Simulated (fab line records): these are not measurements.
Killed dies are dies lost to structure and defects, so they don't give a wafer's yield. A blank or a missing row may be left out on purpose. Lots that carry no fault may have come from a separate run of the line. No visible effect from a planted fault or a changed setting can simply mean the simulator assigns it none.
Chamber matching / flow n5Finfet / 4 sister chambers for N5_FIN_SAQP_ETCH_65 on rieSi-03
The step etches SiO2 in CF4, target depth 4 nm, time 4.4 s. 8 wafers are shown with their chamber, then 9 later ones without.

## WAFERS WITH THEIR CHAMBER
wafer=L090.2; chamber=3; drypumpMotorCurrentA (A)=4.7; throttleValvePct (%)=21.44
wafer=L090.5; chamber=1; drypumpMotorCurrentA (A)=5.6; throttleValvePct (%)=21.87
wafer=L091.2; chamber=1; drypumpMotorCurrentA (A)=5.6; throttleValvePct (%)=21.86
wafer=L091.3; chamber=0; drypumpMotorCurrentA (A)=5.2; throttleValvePct (%)=21.66
wafer=L091.4; chamber=2; drypumpMotorCurrentA (A)=6.1; throttleValvePct (%)=21.53
wafer=L092.1; chamber=0; drypumpMotorCurrentA (A)=5.2; throttleValvePct (%)=21.66
wafer=L092.2; chamber=2; drypumpMotorCurrentA (A)=6.2; throttleValvePct (%)=21.53
wafer=L092.3; chamber=3; drypumpMotorCurrentA (A)=4.7; throttleValvePct (%)=21.43

## WAFERS MISSING THEIR CHAMBER
wafer=L092.4; drypumpMotorCurrentA (A)=5.6; throttleValvePct (%)=21.86
wafer=L092.5; drypumpMotorCurrentA (A)=6.1; throttleValvePct (%)=21.54
wafer=L092.6; drypumpMotorCurrentA (A)=5.6; throttleValvePct (%)=21.87
wafer=L093.2; drypumpMotorCurrentA (A)=4.7; throttleValvePct (%)=21.44
wafer=L093.3; drypumpMotorCurrentA (A)=5.2; throttleValvePct (%)=21.66
wafer=L093.4; drypumpMotorCurrentA (A)=5.6; throttleValvePct (%)=21.86
wafer=L095.1; drypumpMotorCurrentA (A)=6.1; throttleValvePct (%)=21.55
wafer=L095.3; drypumpMotorCurrentA (A)=5.6; throttleValvePct (%)=21.83
wafer=L095.6; drypumpMotorCurrentA (A)=4.7; throttleValvePct (%)=21.46

## THE CHAMBER EACH PASSED THROUGH
wafer=L092.4; from the rows above=1; in truth=1
wafer=L092.5; from the rows above=2; in truth=2
wafer=L092.6; from the rows above=1; in truth=1
wafer=L093.2; from the rows above=3; in truth=3
wafer=L093.3; from the rows above=0; in truth=0
wafer=L093.4; from the rows above=1; in truth=1
wafer=L095.1; from the rows above=2; in truth=2
wafer=L095.3; from the rows above=1; in truth=1
wafer=L095.6; from the rows above=3; in truth=3
Correctly placed: 9 of 9. Not placeable from these rows: 0. Wrongly placed: 0.
How it was worked out, from the rows above alone: a wafer's distance from a chamber is the root of the sum, over the readings, of the square of ((its reading less the chamber's mean) divided by the reading's scatter). If the next closest chamber is less than 2 further off than the closest, the wafer can't be placed; otherwise it belongs to the closest. Each chamber's mean is taken over the wafers shown for it. How the scatter is found: for the shown wafers, subtract from each reading the mean of its chamber, square and add these, divide the total by (wafers less chambers), then take the root.
